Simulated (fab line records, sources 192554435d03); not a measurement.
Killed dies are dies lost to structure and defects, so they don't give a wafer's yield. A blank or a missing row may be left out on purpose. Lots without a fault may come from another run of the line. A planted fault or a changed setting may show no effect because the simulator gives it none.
Which tool did it? | flow n5_finfet | 11 lots, 33 wafers sampled, at 4 steps of a route of 1938

WHAT THE GAUGES READ, wafer by wafer
N5_SD_EPI_P_CD_MEAS_09: target cd 240 nm.
lot  | measured    | on        | cd_nm (nm)
L183 | day 3 04:38 | cd_sem-02 | 240.1 241.0 240.4
L185 | day 3 20:37 | cd_sem-02 | 240.8 240.0 241.0
L186 | day 4 00:52 | cd_sem-02 | 240.0 239.6 239.9
L187 | day 4 07:45 | cd_sem-02 | 239.1 240.6 239.4
L188 | day 4 11:58 | cd_sem-02 | 239.2 239.5 238.7
L198 | day 6 23:55 | cd_sem-02 | 241.4 240.9 240.5
L199 | day 7 05:11 | cd_sem-03 | 240.6 240.1 239.9
L201 | day 7 16:27 | cd_sem-02 | 239.5 240.0 240.6
L203 | day 8 07:55 | cd_sem-01 | 240.6 239.8 239.6
L205 | day 8 19:01 | cd_sem-01 | 240.9 241.6 240.4
L206 | day 8 23:03 | cd_sem-03 | 238.5 239.4 239.7

WHICH TOOL RAN EACH LOT (tool, then ch and the chambers of the sampled wafers, then the start)
lot  | N5_DUMMY_GATE_STRIP_41            | N5_SD_EPI_N_ETCH_34               | N5_SD_EPI_N_PRECLEAN_48
L183 | rie_diel-05 ch 0,1,3, day 2 22:26 | rie_diel-01 ch 0,1,2, day 3 00:26 | epi_rpcvd-03 ch 0, day 3 01:32
L185 | rie_diel-02 ch 1,2,3, day 3 14:28 | rie_diel-04 ch 0,2, day 3 16:16   | epi_rpcvd-01 ch 0, day 3 17:29
L186 | rie_diel-02 ch 1,2, day 3 18:20   | rie_diel-04 ch 2,3, day 3 20:33   | epi_rpcvd-02 ch 0, day 3 21:43
L187 | rie_diel-02 ch 1,2, day 4 01:14   | rie_diel-04 ch 1,2,3, day 4 03:04 | epi_rpcvd-03, day 4 04:17
L188 | rie_diel-02 ch 1,2,3, day 4 05:42 | rie_diel-03 ch 0,1,2, day 4 07:39 | epi_rpcvd-02, day 4 08:45
L198 | rie_diel-05 ch 1,2,3, day 6 17:30 | rie_diel-03 ch 1,3, day 6 19:44   | epi_rpcvd-03 ch 0, day 6 20:54
L199 | rie_diel-05 ch 1,2, day 6 23:11   | rie_diel-01 ch 0,2,3, day 7 01:00 | epi_rpcvd-03 ch 0, day 7 02:06
L201 | rie_diel-05 ch 0,1,3, day 7 09:47 | rie_diel-03 ch 1,2,3, day 7 12:08 | epi_rpcvd-03 ch 0, day 7 13:19
L203 | rie_diel-06 ch 1,2,3, day 8 00:13 | rie_diel-01 ch 0,1,3, day 8 03:36 | epi_rpcvd-01 ch 0, day 8 04:46
L205 | rie_diel-06 ch 0,1,2, day 8 12:14 | rie_diel-04 ch 1,2,3, day 8 14:03 | epi_rpcvd-03 ch 0, day 8 15:14
L206 | rie_diel-06 ch 0,1,2, day 8 16:22 | rie_diel-03 ch 0,1,2, day 8 18:30 | epi_rpcvd-02 ch 0, day 8 19:40
- N5_DUMMY_GATE_STRIP_41: strips in O2.
- N5_SD_EPI_N_ETCH_34: etches SiARC in CF4, target depth 45.5 nm, time 75.8 s.
- N5_SD_EPI_N_PRECLEAN_48: cleans in NF3:NH3, afs cycles 2, time 20 s, sublimation time 60 s.

THE ANSWER, worked out from the rows above alone
Rule: what is usual is taken from the lots themselves. Put in order of their means at a reading, lots are off if they are a third of the lots or fewer, leave a main group of 4 or more, and stand apart from it by a gap of 3 or more times the standard deviation of the main group's means; of several such gaps the widest counts. A main group whose means are all the same, to the digits that the tables above print for the reading, isn't used. A lot without any number at a reading at which 4 lots or more have one is off too. The other lots that the step has rows for count as sound.
No lot is off at any reading shown: from this, nothing can be told.

WHAT THE SIMULATOR HAD PUT IN
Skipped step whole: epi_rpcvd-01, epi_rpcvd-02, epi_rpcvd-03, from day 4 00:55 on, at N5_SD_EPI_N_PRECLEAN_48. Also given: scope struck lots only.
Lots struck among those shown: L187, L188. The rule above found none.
